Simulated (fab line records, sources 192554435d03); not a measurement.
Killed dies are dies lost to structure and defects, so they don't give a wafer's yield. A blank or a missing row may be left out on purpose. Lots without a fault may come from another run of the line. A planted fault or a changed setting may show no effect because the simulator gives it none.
Split-lot experiment | flow n5_finfet | 7 lots, 21 wafers read, on a route of 1938 steps

THE SPLIT
At N5_SD_EPI_N_EPI_21 (deposits Si:P, time 690 s), the setting time_s was moved away from the recipe's 690 s on 12 of the 21 wafers read, by -18.9% to +13.3%. The other wafers ran this setting at the recipe's value.

FROM THE SPLIT TO THE READING: what the file shows between them, 4 steps
- N5_SD_EPI_N_EPI_MEAS_23
- N5_SD_EPI_N_PRECLEAN_24: cleans in O3/DIW, time 60 s
- N5_SD_EPI_N_SRD_25: time 30 s
- N5_SD_EPI_P_EPI_21: deposits SiGe:B, time 355 s

THE READING
Si-P_of_SD_EPI_N_EPI_21.thk_nm (the simulator's own value, which no gauge read), in nm, at N5_SD_EPI_P_HM_STRIP_48 (strips SiNx in H3PO4, material SiNx, target depth 3 nm). The file gives no usual value for it. The 9 wafers here that ran the recipe average 58.4 nm, standard deviation 0.65 nm.

wafer  | tool, chamber at the split | time_s as run, s | against the recipe | Si-P_of_SD_EPI_N_EPI_21.thk_nm, nm | against lot-mates on the recipe
L074.1 | epi_rpcvd-02, 0            | 645              | -6.5%              | 55.4                               | -3.6
L074.5 | epi_rpcvd-02, 0            | 690              | recipe             | 59                                 | -
L074.6 | epi_rpcvd-02, 0            | 645              | -6.5%              | 56                                 | -3.0
L075.3 | epi_rpcvd-01, 0            | 782              | +13.3%             | 62.8                               | no lot-mate on the recipe
L075.4 | epi_rpcvd-01, 0            | 782              | +13.3%             | 63.6                               | no lot-mate on the recipe
L075.5 | epi_rpcvd-01, 0            | 782              | +13.3%             | 63.4                               | no lot-mate on the recipe
L080.1 | epi_rpcvd-01, 0            | 690              | recipe             | 58.6                               | -
L080.2 | epi_rpcvd-01, 0            | 766.1            | +11.0%             | 64.6                               | +5.5
L080.3 | epi_rpcvd-01, 0            | 690              | recipe             | 59.6                               | -
L084.2 | epi_rpcvd-01, 0            | 690              | recipe             | 57.6                               | -
L084.5 | epi_rpcvd-01, 0            | 690              | recipe             | 57.6                               | -
L084.3 | epi_rpcvd-01, 0            | 690              | recipe             | 57.8                               | -
L089.2 | epi_rpcvd-02, 0            | 559.4            | -18.9%             | 50.6                               | -7.8
L089.5 | epi_rpcvd-02, 0            | 690              | recipe             | 58.4                               | -
L089.6 | epi_rpcvd-02, 0            | 559.4            | -18.9%             | 50.4                               | -8.0
L091.4 | epi_rpcvd-02, 0            | 634.5            | -8.0%              | 54.8                               | -3.6
L091.5 | epi_rpcvd-02, 0            | 634.5            | -8.0%              | 55                                 | -3.4
L091.6 | epi_rpcvd-02, 0            | 690              | recipe             | 58.4                               | -
L095.3 | epi_rpcvd-03, 0            | 601.2            | -12.9%             | 54.2                               | -4.8
L095.4 | epi_rpcvd-03, 0            | 601.2            | -12.9%             | 54.8                               | -4.2
L095.5 | epi_rpcvd-03, 0            | 690              | recipe             | 59                                 | -

THE FIT
A straight line over all 21 wafers: Si-P_of_SD_EPI_N_EPI_21.thk_nm changes by +0.395 nm for each +1% of time_s; r = +0.98; the points scatter about the line by 0.79 nm.
The same after taking each lot's own level away (the mean of its wafers on the recipe; 18 wafers): +0.42 nm for each +1%; r = +0.99; scatter 0.49 nm.
On that fit, the largest move of time_s shifts the reading by 8 nm.
The lots' own levels span 57.67 to 59.10 nm, that is 2.2 times the standard deviation above.
So the lot-to-lot level changes the slope little: the two slopes agree.
Check: with one of the wafers moved furthest among these (-18.9%) left out of the fit, the line predicts -7.9 nm for it against its lot-mates. It came out at -7.8 nm against them.

OTHER SPLITS ON THESE WAFERS
These wafers also went through other splits before the reading. Each is held against what the fit with the lots' levels taken away leaves over:
other split on the same wafers        | wafers away from the commonest value | r with Si-P_of_SD_EPI_N_EPI_21.thk_nm (lot level and that fit taken away)
N5_ZERO_LAYER_PECVD_02 time_s         | 8                                    | +0.09
N5_ZERO_LAYER_COAT_05 spin_rpm        | 6                                    | +0.27
N5_WELL_APT_PEB_06 peb_time_s         | 10                                   | +0.31
N5_WELL_APT_COAT_19 spin_rpm          | 6                                    | -0.06
N5_FIN_SAQP_SPACER1_ALD_24 ald_cycles | 8                                    | +0.07
N5_FIN_CUT_ETCH_21 time_s             | 10                                   | +0.09
N5_FIN_CUT_CUT_ETCH_15 time_s         | 6                                    | -0.57

THE WHOLE CHAIN: every reading that the file lists as answering this split, in the file's order
step                    | what it does                                           | reading                                                                         | change (the file's fit)               | r (the file's)
N5_SD_EPI_N_EPI_21      | deposits Si:P, time 690 s                              | Si-P_of_SD_EPI_N_EPI_21.thk_nm (the simulator's own value, which no gauge read) | +0.427 nm for each +1% of the setting | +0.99
N5_SD_EPI_N_EPI_MEAS_23 |                                                        | thk_nm                                                                          | withheld for each +1% of the setting  | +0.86
N5_SD_EPI_P_HM_STRIP_48 | strips SiNx in H3PO4, material SiNx, target depth 3 nm | Si-P_of_SD_EPI_N_EPI_21.thk_nm (the simulator's own value, which no gauge read) | +0.422 nm for each +1% of the setting | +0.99

THE FILE'S OWN FIT
Si-P_of_SD_EPI_N_EPI_21.thk_nm changes by +0.422 nm for each +1% of time_s, r = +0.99.
